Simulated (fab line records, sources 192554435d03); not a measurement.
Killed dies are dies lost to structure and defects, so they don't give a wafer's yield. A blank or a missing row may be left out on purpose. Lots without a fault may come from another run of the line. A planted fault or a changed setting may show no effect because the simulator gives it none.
A struck lot beside a sound one | flow n5_finfet | 39 steps out of a route of 1938
Sound: wafers L534.1, L534.3, L534.5. Struck: wafers L533.2, L533.5. (L533.1 of the same lot was not struck and is left out.) The cause comes at the end.
At each step with rows: each side's tool, then ch and its chambers, then its first start. Under that, the readings that differ: sound wafers | struck wafers | difference of the means | sigmas: that difference in standard deviations of wafers without a fault.
alike: readings whose means differ by less than 2 such deviations, and words and numbers that are the same on both sides. not compared: withheld readings, readings that some wafer has no value for, bounds like >300 that may hide the same value, and numbers for which the record gives no deviation and whose values overlap.
The two part at a step that has a row with sigmas, a row that says differs or no value, or rows on one side only. Numbers that don't overlap but have no deviation are shown without sigmas and don't part them. A reading that every wafer of one side lacks parts them only if that side has two wafers or more.

first, 12 steps without rows for these wafers: N5_SDB_ETCH_18 (etches SOC in N2/H2, target depth 100 nm, overetch 20 nm, time 150 s); N5_SDB_STRIP_19 (strips in N2/H2); N5_SDB_STRIP_21 (strips in CF4); N5_SDB_HM_OPEN_20 (chemistry CH3F/O2, target SiNx, stops on poly-Si, target depth 24 nm); N5_SDB_STRIP_22 (strips in N2/H2); N5_SDB_PRECLEAN_23 (cleans in dHF, time 30 s); N5_SDB_DUMMY_REMOVE_24 (chemistry TMAH, target poly-Si, stops on SiO2, target depth 142 nm, time 57 s, rinse time 30 s); N5_SDB_ETCH_25 (etches SiO2 in C4F6/O2, target depth 10 nm, time 3.3 s); N5_SDB_CUT_ETCH_26 (etches Si in HBr/Cl2/O2, target depth 129.6 nm, bt time 20 s, time 51.8 s); N5_SDB_PRECLEAN_38 (cleans in dHF, time 10 s); N5_SDB_PRECLEAN_39 (cleans in O3/DIW, time 45 s); N5_SDB_SRD_28 (time 30 s).
N5_SDB_ALD_29: deposits SiNx, target thk 30 nm, pulse time 1 s, ald cycles 600.
  sound on ald_sin-04 ch 1,2, day 9 16:00; struck on ald_sin-02 ch 0, day 9 04:53
  reading                              | sound       | struck  | difference | sigmas
  ald_cycles                           | 600 600 600 | 498 498 | -102       |
  heater_power_w (W)                   | 764 709 742 | 903 927 | +177       | +2
  model.SiNx_of_SDB_ALD_29.thk_nm (nm) | 30 30 30    | 25 25.2 | -5         |
  alike: precursor_pulse_height_rel
then, 23 steps without rows for these wafers: N5_SDB_CMP_30 (polishes, stops on poly-Si, t overpolish 1.54 s, target thk 30 nm); N5_DUMMY_REMOVAL_HM_STRIP_01 (strips SiNx in CH3F/O2, stops on poly-Si, target depth 4 nm, time 6.8 s); N5_DUMMY_REMOVAL_STRIP_10 (strips in N2/H2, time 40 s); N5_DUMMY_REMOVAL_PRECLEAN_07 (cleans in dHF, time 30 s); N5_DUMMY_REMOVAL_DUMMY_REMOVE_02 (chemistry TMAH, target poly-Si, stops on SiO2, target depth 142 nm, time 57 s, rinse time 30 s); N5_DUMMY_REMOVAL_PRECLEAN_08 (cleans in NF3:NH3, afs cycles 2, time 20 s, sublimation time 60 s); N5_DUMMY_REMOVAL_PRECLEAN_04 (cleans in DHF, time 37 s); N5_DUMMY_REMOVAL_SRD_05 (time 30 s); N5_HKMG_FIN_IL_REGROW_00 (material SiO2, chemistry O3, target thk 0.75 nm, time 30 s); N5_HKMG_FIN_HK_ALD_01 (deposits HfO2, target thk 1.6 nm, pulse time 3 s, purge time 3 s); N5_HKMG_FIN_HK_ANNEAL_02 (time 30 s); N5_HKMG_FIN_ALD_74 (deposits La2O3, target thk 0.5 nm, pulse time 6 s, co reactant pulse time 1 s); N5_HKMG_FIN_ALD_75 (deposits Al2O3, target thk 1 nm, co reactant pulse time 1 s); N5_HKMG_FIN_COAT_41 (time 60 s, resist thk 300 nm); N5_HKMG_FIN_COAT_42 (time 60 s, resist thk 35 nm); N5_HKMG_FIN_COAT_43 (resist thk 90 nm); N5_HKMG_FIN_EBR_45; N5_HKMG_FIN_SOFTBAKE_44 (time 60 s); N5_HKMG_FIN_EXPOSE_46 (exposes mask NDIPOLE); N5_HKMG_FIN_PEB_47 (peb time 60 s); N5_HKMG_FIN_DEVELOP_48 (develop time 30 s); N5_HKMG_FIN_DESCUM_53 (chemistry O2, time 7.9 s); N5_HKMG_FIN_ETCH_54 (etches SiARC in CF4, target depth 45.5 nm, time 75.8 s).
N5_GATE_CUT_ETCH_58: etches SiNx in CH3F/O2, target depth 17 nm, time 128.6 s.
  sound on rie_diel-04 ch 0,1,2, day 10 04:56; struck on rie_diel-01 ch 1, day 9 18:19
  reading                              | sound          | struck    | difference | sigmas
  model.SiNx_of_SDB_ALD_29.thk_nm (nm) | 24.6 24.6 24.4 | 20.6 20.6 | -3.9       |
  alike: CH3F_flow_sccm, drypump_motor_current_A, oes_product_au, rf_vpp_V, showerhead_plenum_p_Torr, throttle_valve_pct
  not compared: rf_hours_counter_h
-- the record jumps here: 5 days lie between the struck wafers' starts before and after (it left off in module GATE_CUT and takes up again in module BEOL_M4, whose first step shown is number 1111 of the route) --
N5_BEOL_M4_RC_MEAS_101:
  sound on prober-01 ch 0, day 14 11:33; struck on prober-02 ch 0, day 15 03:48
  reading        | sound             | struck      | difference | sigmas
  IOFF_P (nA/um) | 0.191 0.160 0.192 | 0.243 0.225 | +0.053     | +2
  SS_P (mV/dec)  | 72.7 72.1 72.9    | 73.9 73.7   | +1.2       | +2
  alike: DIBL_N, DIBL_P, IOFF_N, ION_N, ION_P, SS_N, VT_N, VT_P
-- the record jumps here: 5 days lie between the struck wafers' starts before and after (it left off in module BEOL_M4 and takes up again in module PASSIVATION, whose first step shown is number 1936 of the route) --
N5_PASSIVATION_PROBE_49:
  the record has rows for the struck wafers here (prober-01, day 19 19:37) and none for the sound ones

WHERE THEY PART
First at N5_SDB_ALD_29; last, within this record, at N5_PASSIVATION_PROBE_49.

WHY: what the simulator had put in
Process parameter drift: ald_sin-02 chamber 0, from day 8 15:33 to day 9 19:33, at N5_SDB_ALD_29. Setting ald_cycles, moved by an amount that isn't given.
